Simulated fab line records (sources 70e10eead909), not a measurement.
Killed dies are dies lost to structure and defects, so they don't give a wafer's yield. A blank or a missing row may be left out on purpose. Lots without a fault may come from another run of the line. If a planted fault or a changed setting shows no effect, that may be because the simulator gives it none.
fab line records    flow nandHarc
record: lots: 24  wafers: 72  lastDay: 26
route steps=1159 shown P_GATE@200 P_CONTACT@238 P_M1@307 P_M2@332 A_STAIRCASE@547
lots untouched by any fault: they come from a run of this same line in which no faults occurred
startH: start of the lot's first displayed wafer, in hours after the record's first day    waitH: hours since the lot's step before    " the same as in the row above    L1.1+2: a row that stands for several wafers    - no value present, or no start provided    * or withheld: withheld    < > ~ a bound
route shown NAME@n: a module of which the file shows steps, and the number in the route of the first    usual: the fault-free wafers' mean and standard deviation    same: alike in all rows    chamber/n: place in a boat    sites: readings site by site    _std_site: the standard deviation of these    _edge_site: inner sites' mean taken away from outer sites' mean    radiusMm: how far each site lies from the wafer's centre    mask NAME#n: copy n    behind: the most recent tool/chamber to have shaped the wafer    hold: reason for holding the lot/hours on hold/outcome of the hold    device: which transistor (n, p or np) failed to switch    end of line: the same wafers' tests at the end of the route    for a step that has no rows: nothing shown but its recipe    killed: not the wafer's yield, but the dies lost to structure and defects at the first sort    map: dies across one wafer; x = killed, . = not, _ = none there
set.NAME: the run value of the setting; set.NAME@STEP: its run value at that earlier step    model.NAME: the simulator's own value behind a step, which no gauge read
one table for each step of the route and one row for each wafer, over a sample of lots
services: when a tool's chamber went out of use (startH, in hours from the record's first day, below 0 if earlier), for how many hours, and the reason
== steps ==
step: NHARC_P_GATE_CD_MEAS_91
recipe: targetCdNm: 2000  landingEnergyEv: 500
usual: cdNm: 2000.3/1.8
lot.wafer  tool      chamber  startH  waitH  cdNm
L074.1     cdSem-01  0        107.01  -      1999.1
L074.3     "         0        "       "      2004.2
L074.6     "         0        "       "      1998.7
L075.3     cdSem-01  0        112.78  -      2000.6
L075.4     "         0        "       "      1997.6
L075.5     "         0        "       "      2000.0
L076.1     cdSem-02  0        113.76  -      2002.3
L076.3     "         0        "       "      1999.2
L076.6     "         0        "       "      2001.1
L077.3     cdSem-03  0        128.99  -      2000.3
L077.5     "         0        "       "      1999.4
L077.6     "         0        "       "      1996.4
L078.1     cdSem-03  0        129.32  -      1999.1
L078.3     "         0        "       "      1997.5
L078.5     "         0        "       "      1999.8
L079.2     cdSem-01  0        134.88  -      2001.2
L079.3     "         0        "       "      2000.4
L079.4     "         0        "       "      1999.3
L080.1     cdSem-01  0        145.97  -      1999.5
L080.4     "         0        "       "      1998.8
L080.5     "         0        "       "      2000.5
L082.3     cdSem-02  0        150.98  -      1997.7
L082.5     "         0        "       "      1998.7
L082.6     "         0        "       "      1997.7
L081.4     cdSem-02  0        155.12  -      2003.6
L081.5     "         0        "       "      2000.6
L081.6     "         0        "       "      2000.7
L083.1     cdSem-01  0        158.98  -      1998.2
L083.3     "         0        "       "      2002.0
L083.5     "         0        "       "      1999.5
L084.1     cdSem-03  0        165.95  -      1999.9
L084.3     "         0        "       "      2000.0
L084.6     "         0        "       "      2001.9
L085.3     cdSem-03  0        173.74  -      2000.4
L085.4     "         0        "       "      2001.6
L085.6     "         0        "       "      1999.7
L086.2     cdSem-01  0        182.52  -      1999.8
L086.3     "         0        "       "      1998.2
L086.4     "         0        "       "      2000.2
L087.1     cdSem-02  0        183.28  -      2003.9
L087.3     "         0        "       "      2001.9
L087.5     "         0        "       "      1998.8
L088.1     cdSem-01  0        190.55  -      1998.0
L088.2     "         0        "       "      2000.4
L088.6     "         0        "       "      1998.9
L089.1     cdSem-02  0        190.89  -      2001.0
L089.2     "         0        "       "      1999.5
L089.5     "         0        "       "      2000.7
L090.1     cdSem-01  0        202.98  -      2002.2
L090.3     "         0        "       "      1999.2
L090.6     "         0        "       "      1999.5
L091.3     cdSem-01  0        203.33  -      2001.8
L091.4     "         0        "       "      2002.0
L091.5     "         0        "       "      1997.9
L094.1     cdSem-02  0        220.62  -      1998.6
L094.4     "         0        "       "      2001.2
L094.6     "         0        "       "      2001.7
L092.2     cdSem-03  0        221.18  -      2002.6
L092.3     "         0        "       "      2002.8
L092.5     "         0        "       "      1999.7
L093.4     cdSem-01  0        221.46  -      1999.6
L093.5     "         0        "       "      1997.3
L093.6     "         0        "       "      1997.8
L095.1     cdSem-03  0        232.09  -      1999.3
L095.2     "         0        "       "      2000.3
L095.4     "         0        "       "      2001.3
L096.3     cdSem-01  0        237.93  -      1999.7
L096.5     "         0        "       "      1998.6
L096.6     "         0        "       "      1998.8
L097.1     cdSem-02  0        246.46  -      2002.3
L097.2     "         0        "       "      2003.7
L097.6     "         0        "       "      2001.1
step: NHARC_P_GATE_RTA_64
recipe: tempC: 1050  timeS: 1
usual: lampPowerPct: 33/3.2  lamp_zone_3_pct: 33/3.2  lamp_zone_4_pct: 33/3.2  wafer_temp_C_max: 1054.2/1.6
lot.wafer  tool          chamber  startH  waitH  lampPowerPct  lamp_zone_3_pct  lamp_zone_4_pct  wafer_temp_C_max
L074.1     rtpAnneal-02  0        108.89  -      30            30               30               1054.6
L074.3     "             0        "       "      30            30               30               1052.9
L074.6     "             0        "       "      30            30               30               1052.0
L075.3     rtpAnneal-01  0        114.65  -      37            37               37               1056.3
L075.4     "             0        "       "      37            37               37               1055.0
L075.5     "             0        "       "      37            37               37               1056.1
L076.1     rtpAnneal-02  0        115.59  -      30            30               30               1053.4
L076.3     "             0        "       "      30            30               30               1053.5
L076.6     "             0        "       "      30            30               30               1052.6
L077.3     rtpAnneal-01  0        131.14  -      37            37               37               1055.6
L077.5     "             0        "       "      37            37               37               1055.3
L077.6     "             0        "       "      37            37               37               1055.8
L078.1     rtpAnneal-02  0        132.00  -      30            30               30               1053.3
L078.3     "             0        "       "      30            30               30               1054.0
L078.5     "             0        "       "      30            30               30               1053.1
L079.2     rtpAnneal-02  0        136.74  -      30            30               30               1052.3
L079.3     "             0        "       "      30            30               30               1053.4
L079.4     "             0        "       "      30            30               30               1053.4
L080.1     rtpAnneal-01  0        148.38  -      37            37               37               1056.6
L080.4     "             0        "       "      37            37               37               1056.9
L080.5     "             0        "       "      37            37               37               1057.5
L082.3     rtpAnneal-02  0        153.06  -      30            30               30               1051.3
L082.5     "             0        "       "      30            30               30               1052.2
L082.6     "             0        "       "      30            30               30               1053.0
L081.4     rtpAnneal-01  0        157.82  -      37            37               37               1053.5
L081.5     "             0        "       "      37            37               37               1058.9
L081.6     "             0        "       "      37            37               37               1056.1
L083.1     rtpAnneal-02  0        161.07  -      30            30               30               1054.0
L083.3     "             0        "       "      30            30               30               1052.9
L083.5     "             0        "       "      30            30               30               1054.3
L084.1     rtpAnneal-01  0        167.78  -      37            37               37               1055.3
L084.3     "             0        "       "      37            37               37               1056.1
L084.6     "             0        "       "      37            37               37               1055.6
L085.3     rtpAnneal-02  0        175.72  -      30            30               30               1053.2
L085.4     "             0        "       "      30            30               30               1052.5
L085.6     "             0        "       "      30            30               30               1054.8
L086.2     rtpAnneal-01  0        184.37  -      37            37               37               1055.0
L086.3     "             0        "       "      37            37               37               1055.4
L086.4     "             0        "       "      37            37               37               1056.4
L087.1     rtpAnneal-01  0        185.12  -      37            37               37               1057.4
L087.3     "             0        "       "      37            37               37               1056.3
L087.5     "             0        "       "      37            37               37               1057.6
L088.1     rtpAnneal-02  0        192.36  -      30            30               30               1053.1
L088.2     "             0        "       "      30            30               30               1053.0
L088.6     "             0        "       "      30            30               30               1054.1
L089.1     rtpAnneal-02  0        193.48  -      30            30               30               1053.0
L089.2     "             0        "       "      30            30               30               1053.2
L089.5     "             0        "       "      30            30               30               1052.8
L090.1     rtpAnneal-02  0        204.78  -      30            30               30               1052.3
L090.3     "             0        "       "      30            30               30               1053.3
L090.6     "             0        "       "      30            30               30               1054.3
L091.3     rtpAnneal-01  0        215.08  -      37            37               37               1055.1
L091.4     "             0        "       "      37            37               37               1056.1
L091.5     "             0        "       "      37            37               37               1055.0
L094.1     rtpAnneal-02  0        222.67  -      30            30               30               1053.3
L094.4     "             0        "       "      30            30               30               1053.1
L094.6     "             0        "       "      30            30               30               1053.8
L093.4     rtpAnneal-02  0        223.52  -      30            30               30               1053.0
L093.5     "             0        "       "      30            30               30               1052.2
L093.6     "             0        "       "      30            30               30               1053.4
L092.2     rtpAnneal-02  0        223.64  -      30            30               30               1053.2
L092.3     "             0        "       "      30            30               30               1054.3
L092.5     "             0        "       "      30            30               30               1053.6
L095.1     rtpAnneal-02  0        233.96  -      30            30               30               1053.1
L095.2     "             0        "       "      30            30               30               1053.5
L095.4     "             0        "       "      30            30               30               1052.5
L096.3     rtpAnneal-02  0        239.84  -      30            30               30               1053.8
L096.5     "             0        "       "      30            30               30               1053.9
L096.6     "             0        "       "      30            30               30               1052.7
L097.1     rtpAnneal-02  0        248.30  -      30            30               30               1052.9
L097.2     "             0        "       "      30            30               30               1053.1
L097.6     "             0        "       "      30            30               30               1053.1
step: NHARC_P_CONTACT_ETCH_18
recipe: targetDepthA: 4810  timeS: 240.5  c4f8FlowSccm: 20  o2FlowSccm: 10  arFlowSccm: withheld  rfW: 600  biasW: 1500  chemistry: C4F8/O2/Ar
usual: oesProductAu: 0.964/0.018  rfFwdPowerW: 598.1/1.8  rfVppV: 979/5.5
lot.wafer  tool        chamber  startH  waitH  oesProductAu  rfFwdPowerW  rfHoursCounterH  rfVppV
L074.1     rieDiel-01  3        -       -      0.995         597.1        13               973
L074.3     "           0        "       "      0.959         597.9        13               980
L074.6     "           3        "       "      0.992         595.3        -                975
L075.3     rieDiel-01  1        -       -      0.980         598.2        15               972
L075.4     "           2        "       "      0.953         595.2        15               987
L075.5     "           1        "       "      0.979         598.2        -                974
L076.3     rieDiel-12  1        -       -      0.951         598.2        34               984
L076.1     "           2        "       "      0.972         599.7        31               987
L076.6     "           1        "       "      0.951         595.9        -                983
L077.3     rieDiel-04  0        -       -      1.000         600.1        1                974
L077.5     "           3        "       "      0.964         597.2        -                981
L077.6     "           0        "       "      0.986         600.6        -                973
L078.3     rieDiel-04  0        -       -      0.977         600.1        1                972
L078.1     "           3        "       "      0.970         597.9        1                982
L078.5     "           0        "       "      0.979         597.6        -                973
L079.3     rieDiel-04  0        -       -      0.950         600.2        2                973
L079.4     "           2        "       "      0.980         596.6        2                986
L079.2     "           3        "       "      0.949         598.2        2                980
L080.4     rieDiel-01  2        -       -      0.947         596.6        0                987
L080.1     "           0        "       "      0.958         598.1        1                979
L080.5     "           2        "       "      0.945         599.3        -                988
L082.3     rieDiel-01  2        -       -      0.974         600.3        1                989
L082.6     "           2        "       "      0.969         600.9        -                989
L082.5     "           3        "       "      0.974         600.3        -                975
L081.6     rieDiel-01  1        -       -      0.967         599.3        -                971
L081.5     "           2        "       "      0.942         598.5        -                988
L081.4     "           3        "       "      0.961         598.2        -                974
L083.1     rieDiel-01  1        -       -      0.979         595.1        2                972
L083.3     "           2        "       "      0.952         599.7        2                988
L083.5     "           3        "       "      0.955         600.2        -                974
L084.1     rieDiel-04  3        -       -      0.948         597.8        5                982
L084.3     "           0        "       "      0.964         597.1        5                971
L084.6     "           2        "       "      0.969         598.2        -                985
L085.3     rieDiel-04  0        -       -      0.973         595.7        6                972
L085.4     "           1        "       "      0.999         601.2        7                976
L085.6     "           1        "       "      0.999         599.1        -                975
L086.2     rieDiel-01  3        -       -      0.964         594.1        4                974
L086.3     "           0        "       "      0.957         598.3        1                978
L086.4     "           2        "       "      0.929         597.4        4                987
L087.1     rieDiel-04  3        -       -      0.941         604.3        8                980
L087.3     "           1        "       "      0.975         600.3        7                977
L087.5     "           0        "       "      0.969         599.3        -                972
L088.1     rieDiel-04  2        -       -      0.942         598.5        8                984
L088.2     "           3        "       "      0.922         596.0        8                981
L088.6     "           3        "       "      0.913         595.8        -                981
L089.1     rieDiel-01  0        -       -      0.923         596.9        2                979
L089.2     "           2        "       "      0.925         596.5        4                987
L089.5     "           3        "       "      0.940         598.9        -                973
L090.1     rieDiel-01  1        -       -      0.981         595.9        6                973
L090.3     "           3        "       "      0.984         593.6        5                973
L090.6     "           0        "       "      0.979         601.5        -                977
L091.4     rieDiel-01  2        -       -      0.959         600.0        7                986
L091.3     "           3        "       "      0.986         595.6        6                972
L091.5     "           2        "       "      0.965         597.5        -                986
L094.1     rieDiel-04  1        -       -      0.976         597.4        10               976
L094.4     "           0        "       "      0.986         598.6        11               973
L094.6     "           1        "       "      0.964         598.0        -                976
L093.4     rieDiel-01  3        -       -      0.961         600.8        8                975
L093.5     "           3        "       "      0.966         596.5        -                974
L093.6     "           0        "       "      0.955         596.6        -                977
L092.2     rieDiel-04  3        -       -      0.949         598.2        11               982
L092.3     "           2        "       "      0.971         595.6        11               985
L092.5     "           3        "       "      0.956         596.9        -                981
L095.4     rieDiel-01  2        -       -      0.969         600.6        9                987
L095.1     "           0        "       "      0.955         601.1        6                977
L095.2     "           1        "       "      0.975         595.9        9                973
L096.3     rieDiel-12  3        -       -      0.974         597.0        13               981
L096.5     "           2        "       "      0.964         598.6        -                985
L096.6     "           3        "       "      0.964         598.3        -                983
L097.2     rieDiel-04  1        -       -      0.965         596.6        13               976
L097.1     "           0        "       "      0.967         598.7        14               972
L097.6     "           2        "       "      0.971         599.9        -                986
step: NHARC_P_M1_PVD_20
recipe: targetThkA: 50  biasV: 168.6  powerW: 15000  chamberPressurePa: 0.12  timeS: 8.06  substrateTempC: 50  material: TaN
usual: throttleValvePct: 30.2/1.1
lot.wafer  tool           chamber  startH  waitH  throttleValvePct
L074.3     pvdSputter-02  -        -       -      29.3
L074.1     "              -        "       "      29.8
L074.6     "              -        "       "      30.1
L075.3     pvdSputter-01  -        -       -      30.4
L075.4     "              -        "       "      32.2
L075.5     "              -        "       "      32.8
L076.3     pvdSputter-03  -        -       -      31.1
L076.1     "              -        "       "      30.2
L076.6     "              -        "       "      31.4
L077.3     pvdSputter-02  -        -       -      28.4
L077.5     "              -        "       "      30.2
L077.6     "              -        "       "      29.2
L078.3     pvdSputter-03  -        -       -      31.2
L078.1     "              -        "       "      30.1
L078.5     "              -        "       "      30.2
L079.4     pvdSputter-03  -        -       -      30.4
L079.3     "              -        "       "      30.8
L079.2     "              -        "       "      29.5
L080.4     pvdSputter-02  -        -       -      30.0
L080.1     "              -        "       "      30.0
L080.5     "              -        "       "      30.4
L082.3     pvdSputter-03  -        -       -      30.3
L082.5     "              -        "       "      30.0
L082.6     "              -        "       "      29.3
L081.4     pvdSputter-03  -        -       -      29.3
L081.6     "              -        "       "      30.4
L081.5     "              -        "       "      31.3
L083.1     pvdSputter-03  -        -       -      31.1
L083.3     "              -        "       "      30.7
L083.5     "              -        "       "      31.1
L084.1     pvdSputter-02  -        -       -      30.0
L084.3     "              -        "       "      29.1
L084.6     "              -        "       "      28.3
L085.3     pvdSputter-03  -        -       -      29.3
L085.4     "              -        "       "      30.0
L085.6     "              -        "       "      29.0
L087.3     pvdSputter-01  -        -       -      29.3
L087.1     "              -        "       "      28.8
L087.5     "              -        "       "      31.7
L086.4     pvdSputter-02  -        -       -      29.3
L086.3     "              -        "       "      30.2
L086.2     "              -        "       "      30.0
L088.2     pvdSputter-01  -        -       -      29.2
L088.1     "              -        "       "      29.0
L088.6     "              -        "       "      29.0
L089.2     pvdSputter-02  -        -       -      28.9
L089.1     "              -        "       "      28.4
L089.5     "              -        "       "      29.1
L090.1     pvdSputter-01  -        -       -      31.4
L090.3     "              -        "       "      29.0
L090.6     "              -        "       "      29.1
L091.4     pvdSputter-03  -        -       -      31.0
L091.3     "              -        "       "      30.3
L091.5     "              -        "       "      30.4
L094.1     pvdSputter-02  -        -       -      31.1
L094.4     "              -        "       "      30.7
L094.6     "              -        "       "      28.8
L093.4     pvdSputter-02  -        -       -      28.9
L093.5     "              -        "       "      30.3
L093.6     "              -        "       "      30.7
L092.3     pvdSputter-03  -        -       -      30.2
L092.2     "              -        "       "      31.0
L092.5     "              -        "       "      29.3
L095.1     pvdSputter-01  -        -       -      29.2
L095.4     "              -        "       "      32.1
L095.2     "              -        "       "      28.8
L096.3     pvdSputter-02  -        -       -      31.2
L096.5     "              -        "       "      30.6
L096.6     "              -        "       "      28.9
L097.2     pvdSputter-01  -        -       -      28.7
L097.1     "              -        "       "      29.3
L097.6     "              -        "       "      28.8
step: NHARC_P_M2_ETCH_35
recipe: targetDepthA: 400  overetchA: 120  timeS: 43.94  ionEnergyEv: 200  n2FlowSccm: 150  h2FlowSccm: 150  arFlowSccm: 0  rfW: 400  biasW: 150  chemistry: N2/H2
usual: drypumpMotorCurrentA: 5.8/0.32  oesProductAu: 1.002/0.012  rfFwdPowerW: 394.5/2.1  rfVppV: 430.9/2.5  showerheadPlenumPTorr: 2.05/0.087  throttleValvePct: 14.171/0.0096
lot.wafer  tool        chamber  startH  waitH  drypumpMotorCurrentA  oesProductAu  rfFwdPowerW  rfHoursCounterH  rfVppV  showerheadPlenumPTorr  throttleValvePct
L074.1     rieDiel-03  2        125.33  0.1    5.7                   1.009         396.6        3                427.0   1.92                   14.162
L074.3     "           0        "       "      6.3                   1.005         386.8        3                429.4   2.04                   14.195
L074.6     "           2        "       "      5.7                   1.003         398.9        -                427.2   1.92                   14.166
L075.3     rieDiel-03  1        134.49  0.1    5.7                   1.033         394.8        3                433.3   2.17                   14.180
L075.4     "           0        "       "      6.3                   0.993         391.5        3                430.9   2.04                   14.162
L075.5     "           1        "       "      5.7                   1.019         393.9        -                433.6   2.17                   14.180
L076.3     rieDiel-13  1        134.65  0.1    5.2                   0.991         392.2        6                431.7   2.09                   14.179
L076.1     "           3        "       "      6.2                   0.985         393.6        5                433.9   2.13                   14.171
L076.6     "           1        "       "      5.2                   0.995         396.6        -                432.5   2.09                   14.158
L077.3     rieDiel-03  0        150.43  0.1    6.3                   1.005         389.0        4                430.4   2.04                   14.164
L077.6     "           1        "       "      5.7                   1.021         394.2        -                434.0   2.17                   14.154
L077.5     "           2        "       "      5.7                   1.008         393.8        -                426.7   1.91                   14.164
L078.1     rieDiel-03  2        151.03  0.1    5.7                   1.007         397.9        4                426.9   1.92                   14.179
L078.3     "           3        "       "      5.6                   1.001         395.6        3                431.6   2.07                   14.152
L078.5     "           3        "       "      5.6                   1.004         396.1        -                431.1   2.07                   14.174
L079.3     rieDiel-03  3        156.65  0.1    5.6                   1.006         395.7        4                430.9   2.07                   14.182
L079.2     "           1        "       "      5.8                   1.019         396.3        4                433.1   2.17                   14.183
L079.4     "           2        "       "      5.8                   1.000         395.6        4                427.6   1.91                   14.171
L080.4     rieDiel-03  0        164.30  0.1    6.3                   0.988         390.7        4                430.1   2.04                   14.178
L080.1     "           1        "       "      5.7                   1.004         394.7        5                435.1   2.17                   14.156
L080.5     "           0        "       "      6.3                   0.991         392.2        -                430.6   2.04                   14.182
L082.3     rieDiel-03  1        169.21  0.1    5.7                   1.022         394.3        5                435.1   2.16                   14.168
L082.6     "           1        "       "      5.7                   1.024         395.7        -                433.7   2.16                   14.172
L082.5     "           2        "       "      5.7                   1.015         398.1        -                427.3   1.91                   14.175
L081.4     rieDiel-13  0        176.85  0.1    5.6                   1.001         396.0        13               430.5   2.05                   14.176
L081.5     "           3        "       "      6.2                   0.980         395.7        -                432.6   2.13                   14.165
L081.6     "           0        "       "      5.6                   0.992         394.2        -                430.8   2.05                   14.167
L083.3     rieDiel-03  2        182.20  0.1    5.8                   1.011         395.9        5                427.4   1.91                   14.168
L083.1     "           3        "       "      5.6                   0.995         394.1        5                430.7   2.07                   14.173
L083.5     "           1        "       "      5.7                   1.004         395.3        -                435.1   2.16                   14.170
L084.1     rieDiel-03  2        187.88  0.1    5.7                   1.003         398.5        5                428.6   1.91                   14.167
L084.3     "           1        "       "      5.7                   1.017         396.0        5                434.9   2.16                   14.187
L084.6     "           2        "       "      5.8                   1.006         393.5        -                428.6   1.91                   14.175
L085.4     rieDiel-11  1        199.83  0.3    5.5                   0.984         392.7        1                434.2   2.15                   14.167
L085.3     "           2        "       "      5.5                   0.997         395.0        1                425.5   1.90                   14.167
L085.6     "           3        "       "      6.6                   1.000         393.4        -                432.0   2.11                   14.172
L087.1     rieDiel-03  0        201.09  0.1    6.3                   1.009         390.9        5                429.8   2.04                   14.177
L087.3     "           3        "       "      5.6                   1.008         395.0        5                430.0   2.07                   14.179
L087.5     "           0        "       "      6.3                   0.997         388.9        -                430.3   2.04                   14.167
L086.4     rieDiel-13  2        201.25  0.1    6.1                   0.995         392.3        17               428.2   1.94                   14.166
L086.2     "           0        "       "      5.6                   0.989         397.1        19               430.7   2.05                   14.167
L086.3     "           1        "       "      5.2                   1.002         393.4        17               432.9   2.08                   14.182
L088.2     rieDiel-13  3        215.03  0.1    6.2                   1.005         394.9        21               433.0   2.13                   14.168
L088.1     "           1        "       "      5.2                   1.002         391.7        20               431.7   2.08                   14.182
L088.6     "           0        "       "      5.6                   0.993         395.0        -                430.5   2.05                   14.180
L089.2     rieDiel-13  3        216.04  0.1    6.2                   0.991         395.7        21               433.4   2.13                   14.160
L089.1     "           1        "       "      5.2                   0.994         392.9        20               432.2   2.08                   14.181
L089.5     "           2        "       "      6.1                   0.982         394.8        -                428.2   1.94                   14.189
L090.1     rieDiel-13  0        224.92  0.1    5.6                   0.992         393.7        24               430.2   2.05                   14.167
L090.3     "           2        "       "      6.1                   0.992         394.4        22               428.3   1.94                   14.170
L090.6     "           3        "       "      6.2                   0.989         396.3        -                433.8   2.13                   14.177
L091.4     rieDiel-11  1        230.62  0.1    5.5                   0.994         396.1        12               432.7   2.14                   14.176
L091.3     "           2        "       "      5.5                   1.006         395.0        13               427.2   1.90                   14.163
L091.5     "           1        "       "      5.5                   0.997         395.6        -                432.8   2.14                   14.187
L094.4     rieDiel-03  0        238.41  0.1    6.3                   1.030         391.9        1                430.4   2.03                   14.161
L094.1     "           2        "       "      5.7                   1.000         395.0        1                425.7   1.91                   14.179
L094.6     "           1        "       "      5.7                   1.005         396.0        -                433.2   2.16                   14.172
L093.4     rieDiel-03  3        247.80  0.1    5.6                   0.995         394.1        1                431.1   2.07                   14.165
L093.6     "           1        "       "      5.7                   1.003         394.0        -                435.5   2.16                   14.169
L093.5     "           2        "       "      5.8                   0.995         397.0        -                427.9   1.91                   14.177
L092.2     rieDiel-13  0        248.55  0.1    5.6                   0.982         395.1        24               431.6   2.05                   14.195
L092.3     "           1        "       "      5.2                   0.986         391.9        25               431.0   2.08                   14.157
L092.5     "           3        "       "      6.2                   0.982         396.4        -                432.1   2.13                   14.187
L095.4     rieDiel-03  1        250.13  0.1    5.7                   1.004         396.4        1                434.2   2.16                   14.185
L095.1     "           2        "       "      5.8                   1.001         396.4        1                426.5   1.91                   14.175
L095.2     "           3        "       "      5.6                   1.001         395.6        1                432.2   2.07                   14.181
L096.3     rieDiel-03  0        256.02  0.1    6.3                   1.026         391.7        2                431.8   2.04                   14.168
L096.6     "           2        "       "      5.8                   1.003         397.6        -                428.4   1.91                   14.169
L096.5     "           3        "       "      5.5                   1.001         393.4        -                431.2   2.06                   14.181
L097.1     rieDiel-03  2        263.89  0.1    5.8                   0.996         396.8        2                426.8   1.91                   14.147
L097.2     "           3        "       "      5.6                   1.005         393.9        2                431.7   2.06                   14.171
L097.6     "           2        "       "      5.8                   0.991         396.3        -                427.5   1.91                   14.150
step: NHARC_A_STAIRCASE_DESCUM_11
recipe: timeS: 3  o2FlowSccm: 200  arFlowSccm: 0  biasPowerW: 0  chemistry: O2
usual: drypumpMotorCurrentA: 5.8/0.57  oesProductAu: 1.004/0.0097  rfVppV: 58.0/0.96  showerheadPlenumPTorr: 1.94/0.077  throttleValvePct: 11.310/0.0085
lot.wafer  tool        chamber  startH  waitH  drypumpMotorCurrentA  oesProductAu  rfHoursCounterH  rfVppV  showerheadPlenumPTorr  throttleValvePct
L074.1     rieDiel-07  2        238.76  -      5.9                   1.018         0                57.6    2.01                   11.303
L074.3     "           3        "       "      5.6                   1.006         0                56.8    2.06                   11.316
L074.6     "           1        "       "      4.7                   1.016         -                55.9    1.86                   11.306
L076.3     rieDiel-07  1        245.48  -      4.7                   1.018         2                59.1    1.86                   11.308
L076.1     "           2        "       "      6.0                   1.030         2                57.8    2.01                   11.315
L076.6     "           0        "       "      6.7                   1.011         -                57.0    1.85                   11.320
L075.4     rieDiel-07  3        246.09  -      5.5                   0.998         3                57.7    2.06                   11.301
L075.3     "           2        "       "      6.0                   1.016         3                58.3    2.01                   11.296
L075.5     "           0        "       "      6.7                   0.989         -                58.1    1.85                   11.320
L078.3     rieDiel-12  3        258.17  -      6.0                   1.005         20               58.2    1.97                   11.317
L078.1     "           0        "       "      5.7                   1.015         20               59.0    1.90                   11.322
L078.5     "           2        "       "      6.2                   0.994         -                58.6    2.02                   11.300
L077.3     rieDiel-07  0        258.37  -      6.7                   0.988         6                55.5    1.85                   11.311
L077.5     "           1        "       "      4.8                   0.994         -                57.9    1.86                   11.316
L077.6     "           2        "       "      5.9                   1.010         -                58.7    2.01                   11.303
L079.2     rieDiel-12  0        262.99  -      5.7                   1.024         21               56.6    1.90                   11.332
L079.3     "           1        "       "      5.9                   1.020         20               57.7    1.98                   11.316
L079.4     "           0        "       "      5.7                   1.018         -                57.4    1.90                   11.318
L082.3     rieDiel-12  2        278.13  -      6.2                   1.002         22               58.4    2.02                   11.316
L082.6     "           1        "       "      5.9                   0.998         -                60.4    1.97                   11.316
L082.5     "           2        "       "      6.2                   0.978         -                57.1    2.02                   11.303
L080.4     rieDiel-12  2        278.43  -      6.2                   0.989         22               57.0    2.02                   11.312
L080.1     "           0        "       "      5.7                   1.010         26               57.9    1.90                   11.311
L080.5     "           3        "       "      6.0                   1.016         -                58.9    1.97                   11.308
L083.1     rieDiel-07  2        289.76  -      6.0                   1.008         18               58.1    2.01                   11.317
L083.3     "           0        "       "      6.7                   0.992         19               56.9    1.85                   11.317
L083.5     "           3        "       "      5.6                   1.000         -                58.8    2.05                   11.305
L081.4     rieDiel-12  0        289.96  -      5.7                   1.017         31               57.2    1.90                   11.314
L081.6     "           3        "       "      6.0                   1.004         -                58.6    1.97                   11.308
L081.5     "           0        "       "      5.7                   1.021         -                57.1    1.90                   11.316
L084.3     rieDiel-11  1        300.62  -      5.5                   1.002         36               57.6    2.00                   11.310
L084.1     "           0        "       "      5.8                   1.016         37               57.8    1.94                   11.316
L084.6     "           1        "       "      5.5                   0.991         -                58.1    2.00                   11.318
L086.2     rieDiel-12  0        313.06  -      5.7                   1.016         39               58.5    1.89                   11.310
L086.3     "           2        "       "      6.2                   0.982         32               58.8    2.01                   11.311
L086.4     "           3        "       "      6.0                   1.012         35               57.9    1.96                   11.316
L087.3     rieDiel-07  1        313.34  -      4.7                   1.003         29               58.1    1.86                   11.312
L087.1     "           2        "       "      6.0                   1.002         25               59.0    2.00                   11.308
L087.5     "           0        "       "      6.7                   0.993         -                59.0    1.84                   11.300
L085.3     rieDiel-12  3        315.85  -      6.0                   1.002         35               56.8    1.96                   11.318
L085.4     "           0        "       "      5.7                   1.008         40               58.7    1.89                   11.310
L085.6     "           0        "       "      5.7                   0.999         -                58.2    1.89                   11.303
L088.2     rieDiel-07  1        323.21  -      4.8                   1.007         33               58.5    1.85                   11.298
L088.1     "           2        "       "      6.0                   1.004         29               59.0    2.00                   11.302
L088.6     "           2        "       "      6.0                   1.005         -                56.8    2.00                   11.305
L089.2     rieDiel-07  0        323.26  -      6.7                   0.980         33               57.1    1.84                   11.306
L089.1     "           1        "       "      4.7                   1.001         33               57.1    1.85                   11.328
L089.5     "           1        "       "      4.7                   1.015         -                57.1    1.85                   11.297
L090.1     rieDiel-07  1        330.91  -      4.8                   0.997         37               57.5    1.85                   11.322
L090.3     "           2        "       "      6.0                   1.007         33               57.8    2.00                   11.310
L090.6     "           1        "       "      4.7                   1.010         -                58.0    1.85                   11.322
L091.4     rieDiel-07  0        337.89  -      6.7                   0.988         39               57.2    1.84                   11.313
L091.3     "           2        "       "      5.9                   1.006         35               57.5    2.00                   11.303
L091.5     "           0        "       "      6.7                   0.992         -                55.5    1.84                   11.314
L094.1     rieDiel-12  2        344.76  -      6.2                   1.007         43               59.8    2.01                   11.315
L094.4     "           3        "       "      6.0                   0.996         45               58.1    1.96                   11.300
L094.6     "           1        "       "      5.9                   0.999         -                59.1    1.97                   11.317
L092.2     rieDiel-07  0        355.56  -      6.7                   0.998         44               58.6    1.84                   11.328
L092.3     "           1        "       "      4.7                   1.007         44               58.4    1.85                   11.315
L092.5     "           2        "       "      6.0                   1.015         -                58.9    2.00                   11.314
L095.4     rieDiel-12  0        355.59  -      5.7                   1.017         52               56.9    1.89                   11.302
L095.1     "           1        "       "      5.9                   1.000         50               56.9    1.97                   11.316
L095.2     "           2        "       "      6.2                   0.990         46               58.1    2.01                   11.326
L093.4     rieDiel-11  1        359.04  -      5.5                   1.005         61               56.8    1.99                   11.305
L093.6     "           3        "       "      6.6                   1.004         -                58.9    1.96                   11.323
L093.5     "           0        "       "      5.8                   1.000         -                56.9    1.93                   11.311
L096.3     rieDiel-07  1        369.04  -      4.8                   0.994         51               58.3    1.85                   11.306
L096.5     "           1        "       "      4.7                   1.012         -                57.0    1.85                   11.316
L096.6     "           2        "       "      5.9                   1.014         -                58.4    2.00                   11.307
L097.1     rieDiel-07  1        389.14  -      4.7                   1.002         60               58.4    1.85                   11.308
L097.2     "           0        "       "      6.6                   1.006         59               56.3    1.83                   11.292
L097.6     "           1        "       "      4.7                   1.016         -                58.0    1.85                   11.304
== services ==
tool          chamber  startH  hours  kind
rieDiel-01    3        89.62   5.3    repair
rieDiel-07    1        102.82  16.8   repair
rieDiel-01    -        137.80  9.0    pm
rtpAnneal-02  -        142.14  0.7    repair
rieDiel-12    2        157.51  2.8    repair
rieDiel-12    1        169.21  14.6   repair
rieDiel-01    -        172.81  9.5    repair
rieDiel-03    -        198.44  2.1    repair
rieDiel-07    3        199.25  7.7    repair
rieDiel-12    -        202.45  9.0    pm
rieDiel-03    0        215.06  3.3    repair
rieDiel-03    -        215.32  9.0    pm
rieDiel-07    -        228.26  9.0    pm
rieDiel-01    3        245.78  4.6    repair
rieDiel-01    2        246.94  5.6    repair
rieDiel-01    3        266.98  1.9    repair
rtpAnneal-02  -        300.00  12.0   pm
rieDiel-01    -        314.80  9.0    pm
rieDiel-01    0        324.94  6.4    repair
rieDiel-01    1        327.34  3.5    repair
rieDiel-03    0        329.59  14.0   repair
rieDiel-01    3        369.76  5.5    repair
rieDiel-07    3        371.03  30.2   repair
rieDiel-01    2        372.73  8.3    repair
== key ==
fault none
